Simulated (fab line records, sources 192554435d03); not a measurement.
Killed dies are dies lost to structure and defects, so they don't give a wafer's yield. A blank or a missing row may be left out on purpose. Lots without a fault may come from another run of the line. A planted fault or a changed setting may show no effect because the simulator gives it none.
Split-lot experiment | flow n5_finfet | 7 lots, 21 wafers read, on a route of 1938 steps

THE SPLIT
At N5_MOL_CONTACT_COAG_ALD_27 (deposits SiOC, target thk 17 nm, pulse time 1.5 s, time 2720 s), the setting ald_cycles was moved away from the recipe's 340 on 7 of the 21 wafers read, by -6.5% to +14.1%. The other wafers ran this setting at the recipe's value.

The reading is taken at the split's own step.

THE READING
SiOC_of_MOL_CONTACT_COAG_ALD_27.thk_nm (the simulator's own value, which no gauge read), in nm, at N5_MOL_CONTACT_COAG_ALD_27 (deposits SiOC, target thk 17 nm, pulse time 1.5 s, time 2720 s). The file gives no usual value for it. The 14 wafers here that ran the recipe average 17.0 nm, standard deviation 0.076 nm.

wafer  | tool, chamber at the split | ald_cycles as run | against the recipe | SiOC_of_MOL_CONTACT_COAG_ALD_27.thk_nm, nm | against lot-mates on the recipe
L080.4 | ald_sin-01, 1,2,1          | 340               | recipe             | 17                                         | -
L080.5 | ald_sin-01, 1,2,1          | 340               | recipe             | 17                                         | -
L080.6 | ald_sin-01, 1,2,1          | 340               | recipe             | 17                                         | -
L082.1 | ald_sin-03, 0,3            | 340               | recipe             | 17                                         | -
L082.4 | ald_sin-03, 0,3            | 340               | recipe             | 17                                         | -
L082.3 | ald_sin-03, 1              | 318               | -6.5%              | 16                                         | -1.0
L083.1 | ald_sin-03, 1,0            | 340               | recipe             | 17                                         | -
L083.4 | ald_sin-03, 1,0            | 340               | recipe             | 17                                         | -
L083.3 | ald_sin-03, 0              | 374               | +10.0%             | 18.6                                       | +1.6
L085.1 | ald_sin-03, 3              | 340               | recipe             | 17                                         | -
L085.2 | ald_sin-03, 1              | 340               | recipe             | 16.8                                       | -
L085.3 | ald_sin-03, 2              | 388               | +14.1%             | 19.4                                       | +2.5
L087.3 | ald_sin-02, 1,2            | 340               | recipe             | 17                                         | -
L087.6 | ald_sin-02, 1,2            | 340               | recipe             | 17                                         | -
L087.4 | ald_sin-02, 0              | 366               | +7.6%              | 18.2                                       | +1.2
L092.1 | ald_sin-01, 2              | 368               | +8.2%              | 18.4                                       | +1.4
L092.4 | ald_sin-01, 1,2            | 340               | recipe             | 17                                         | -
L092.5 | ald_sin-01, 1,2            | 340               | recipe             | 17                                         | -
L093.1 | ald_sin-01, 1              | 340               | recipe             | 17.2                                       | -
L093.4 | ald_sin-01, 2,1            | 361               | +6.2%              | 18.2                                       | +1.0
L093.6 | ald_sin-01, 2,1            | 361               | +6.2%              | 18.2                                       | +1.0
Where a row lists several chambers, the file gives one row for several wafers and doesn't say which wafer went through which chamber.

THE FIT
A straight line over all 21 wafers: SiOC_of_MOL_CONTACT_COAG_ALD_27.thk_nm changes by +0.168 nm for each +1% of ald_cycles; r = +0.99; the points scatter about the line by 0.089 nm.
The same after taking each lot's own level away (the mean of its wafers on the recipe; 21 wafers): +0.167 nm for each +1%; r = +1.00; scatter 0.056 nm.
On that fit, the largest move of ald_cycles shifts the reading by 2.4 nm.
The lots' own levels span 16.90 to 17.20 nm, that is 4.0 times the standard deviation above.
So the lot-to-lot level changes the slope little: the two slopes agree.
Check: with one of the wafers moved furthest among these (+14.1%) left out of the fit, the line predicts +2.27 nm for it against its lot-mates. It came out at +2.5 nm against them.

OTHER SPLITS ON THESE WAFERS
These wafers also went through other splits before the reading. Each is held against what the fit with the lots' levels taken away leaves over:
other split on the same wafers    | wafers away from the commonest value | r with SiOC_of_MOL_CONTACT_COAG_ALD_27.thk_nm (lot level and that fit taken away)
N5_GATE_CUT_COAT_27 spin_rpm      | 8                                    | -0.18
N5_GATE_CUT_ETCH_36 cf4_flow_sccm | 4                                    | +0.45
N5_GATE_CUT_ALD_22 ald_cycles     | 3                                    | +0.07

THE FILE'S OWN FIT
SiOC_of_MOL_CONTACT_COAG_ALD_27.thk_nm changes by +0.167 nm for each +1% of ald_cycles, r = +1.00.
